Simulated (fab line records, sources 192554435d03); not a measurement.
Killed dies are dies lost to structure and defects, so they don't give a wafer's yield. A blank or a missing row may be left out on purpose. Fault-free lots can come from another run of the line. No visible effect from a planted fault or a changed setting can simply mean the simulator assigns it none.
Lot-split experiment :: flow n5_finfet :: 21 wafers read from 7 lots, route of 1938 steps

== SPLIT DETAILS ==
At N5_BEOL_M4_TRENCH_ETCH_37 (etches SiOC in C4F6/O2, target depth 55.555 nm, time 29.2 s), the setting time_s was moved away from the recipe's 29.2 s on 3 of the 21 wafers read, by -19.9% to +11.9%. The other wafers ran this setting at the recipe's value.

== FROM THE SPLIT TO THE READING: what the file shows between them, 13 steps ==
- N5_BEOL_M4_ETCH_41: etches SiCN in CH3F/O2, target depth 29.9 nm, time 52.5 s
- N5_BEOL_M4_STRIP_97: strips in N2/H2, time 10 s
- N5_BEOL_M4_OCD_MEAS_38
- N5_BEOL_M4_HM_STRIP_39: strips TiN in peroxide tin strip, target depth 25 nm, time 158 s
- N5_BEOL_M4_SRD_40: time 30 s
- N5_BEOL_M4_ECD_50: material Cu, target thk 300 nm
- N5_BEOL_M4_ANNEAL_51: time 90 s
- N5_BEOL_M4_CMP_52: polishes, stops on SiOC, t overpolish 6.8 s, target thk 40 nm
- N5_BEOL_M4_THK_MEAS_53: measures by xrf
- N5_BEOL_M4_PRE_CLEAN_60: time 15 s
- N5_BEOL_M4_CO_CAP_55: material Co, precursor CCTBA/H2, target thk 2 nm, time 102.1 s
- N5_BEOL_M4_PRE_CLEAN_56: time 15 s
- N5_BEOL_M4_DEP_57: deposits SiCN from 3MS/NH3, target thk 8 nm, time 14 s

== THE READING ==
Measured at N5_BEOL_M4_RS_MEAS_58 by four-point probe: M4_RS, in ohm/sq. Typical for fault-free wafers on this fab line: 0.65 ohm/sq, with standard deviation 0.031 ohm/sq.

wafer: L076.1
tool, chamber at the split: rie_diel-03, 2
time_s as run, s: 29.2
against the recipe: recipe
M4_RS, ohm/sq: 0.67
against lot-mates on the recipe: -

wafer: L076.4
tool, chamber at the split: rie_diel-03, 0
time_s as run, s: 29.2
against the recipe: recipe
M4_RS, ohm/sq: 0.65
against lot-mates on the recipe: -

wafer: L076.5
tool, chamber at the split: rie_diel-03, 3
time_s as run, s: 29.2
against the recipe: recipe
M4_RS, ohm/sq: 0.66
against lot-mates on the recipe: -

wafer: L077.1
tool, chamber at the split: rie_diel-03, 0
time_s as run, s: 23.38
against the recipe: -19.9%
M4_RS, ohm/sq: 0.94
against lot-mates on the recipe: +0.31

wafer: L077.2
tool, chamber at the split: rie_diel-03, 3
time_s as run, s: 23.38
against the recipe: -19.9%
M4_RS, ohm/sq: 1.04
against lot-mates on the recipe: +0.41

wafer: L077.4
tool, chamber at the split: rie_diel-03, 1
time_s as run, s: 29.2
against the recipe: recipe
M4_RS, ohm/sq: 0.63
against lot-mates on the recipe: -

wafer: L079.3
tool, chamber at the split: rie_diel-02, 0
time_s as run, s: 29.2
against the recipe: recipe
M4_RS, ohm/sq: 0.63
against lot-mates on the recipe: -

wafer: L079.4
tool, chamber at the split: rie_diel-02, 0
time_s as run, s: 29.2
against the recipe: recipe
M4_RS, ohm/sq: 0.61
against lot-mates on the recipe: -

wafer: L079.5
tool, chamber at the split: rie_diel-02, 3
time_s as run, s: 29.2
against the recipe: recipe
M4_RS, ohm/sq: 0.62
against lot-mates on the recipe: -

wafer: L089.2
tool, chamber at the split: rie_diel-02, 2
time_s as run, s: 32.67
against the recipe: +11.9%
M4_RS, ohm/sq: 0.53
against lot-mates on the recipe: -0.10

wafer: L089.3
tool, chamber at the split: rie_diel-02, 3
time_s as run, s: 29.2
against the recipe: recipe
M4_RS, ohm/sq: 0.64
against lot-mates on the recipe: -

wafer: L089.6
tool, chamber at the split: rie_diel-02, 0
time_s as run, s: 29.2
against the recipe: recipe
M4_RS, ohm/sq: 0.62
against lot-mates on the recipe: -

wafer: L091.3
tool, chamber at the split: rie_diel-06, 0
time_s as run, s: 29.2
against the recipe: recipe
M4_RS, ohm/sq: 0.67
against lot-mates on the recipe: -

wafer: L091.5
tool, chamber at the split: rie_diel-06, 1
time_s as run, s: 29.2
against the recipe: recipe
M4_RS, ohm/sq: 0.65
against lot-mates on the recipe: -

wafer: L091.6
tool, chamber at the split: rie_diel-06, 3
time_s as run, s: 29.2
against the recipe: recipe
M4_RS, ohm/sq: 0.64
against lot-mates on the recipe: -

wafer: L090.1
tool, chamber at the split: rie_diel-03, 2
time_s as run, s: 29.2
against the recipe: recipe
M4_RS, ohm/sq: 0.70
against lot-mates on the recipe: -

wafer: L090.4
tool, chamber at the split: rie_diel-03, 1
time_s as run, s: 29.2
against the recipe: recipe
M4_RS, ohm/sq: 0.62
against lot-mates on the recipe: -

wafer: L090.5
tool, chamber at the split: rie_diel-03, 3
time_s as run, s: 29.2
against the recipe: recipe
M4_RS, ohm/sq: 0.64
against lot-mates on the recipe: -

wafer: L093.1
tool, chamber at the split: rie_diel-03, 1
time_s as run, s: 29.2
against the recipe: recipe
M4_RS, ohm/sq: 0.65
against lot-mates on the recipe: -

wafer: L093.2
tool, chamber at the split: rie_diel-03, 3
time_s as run, s: 29.2
against the recipe: recipe
M4_RS, ohm/sq: 0.66
against lot-mates on the recipe: -

wafer: L093.3
tool, chamber at the split: rie_diel-03, 0
time_s as run, s: 29.2
against the recipe: recipe
M4_RS, ohm/sq: 0.64
against lot-mates on the recipe: -

FIT RESULTS
A straight line over all 21 wafers: M4_RS changes by -0.016 ohm/sq for each +1% of time_s; r = -0.96; the points scatter about the line by 0.032 ohm/sq.
The same after taking each lot's own level away (the mean of its wafers on the recipe; 21 wafers): -0.0164 ohm/sq for each +1%; r = -0.96; scatter 0.032 ohm/sq.
That fit puts the effect of the largest move of time_s on the reading at 0.33 ohm/sq.
The span of the lots' own levels, 0.620 to 0.660 ohm/sq, comes to 1.3 times the standard deviation stated above.
So the lot-to-lot level changes the slope little: the two slopes agree.
Check: with one of the wafers moved furthest among these (-19.9%) left out of the fit, the line predicts +0.352 ohm/sq for it against its lot-mates. It came out at +0.31 ohm/sq against them.

== THE WHOLE CHAIN: every reading that the file lists as answering this split, in the file's order ==
step: N5_BEOL_M4_TRENCH_ETCH_37
what it does: etches SiOC in C4F6/O2, target depth 55.555 nm, time 29.2 s
reading: etch.depth_nm (the simulator's own value, which no gauge read)
change (the file's fit): +0.621 nm for each +1% of the setting
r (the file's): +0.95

step: N5_BEOL_M4_TRENCH_ETCH_37
what it does: etches SiOC in C4F6/O2, target depth 55.555 nm, time 29.2 s
reading: BEOL_M4.feature_depth_nm (the simulator's own value, which no gauge read)
change (the file's fit): +0.624 nm for each +1% of the setting
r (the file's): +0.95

step: N5_BEOL_M4_OCD_MEAS_38
what it does: 
reading: trench_depth_nm
change (the file's fit): +0.65 nm for each +1% of the setting
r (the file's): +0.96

step: N5_BEOL_M4_CMP_52
what it does: polishes, stops on SiOC, t overpolish 6.8 s, target thk 40 nm
reading: Cu_of_BEOL_M4_ECD_50.thk_nm (the simulator's own value, which no gauge read)
change (the file's fit): +0.59 nm for each +1% of the setting
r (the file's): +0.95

step: N5_BEOL_M4_THK_MEAS_53
what it does: measures by xrf
reading: M4_THK
change (the file's fit): +0.589 for each +1% of the setting
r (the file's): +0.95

step: N5_BEOL_M4_RS_MEAS_58
what it does: measures by four-point-probe
reading: M4_RS
change (the file's fit): -0.0156 for each +1% of the setting
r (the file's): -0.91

== THE FILE'S OWN FIT ==
M4_RS changes by -0.0156 ohm/sq for each +1% of time_s, r = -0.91.
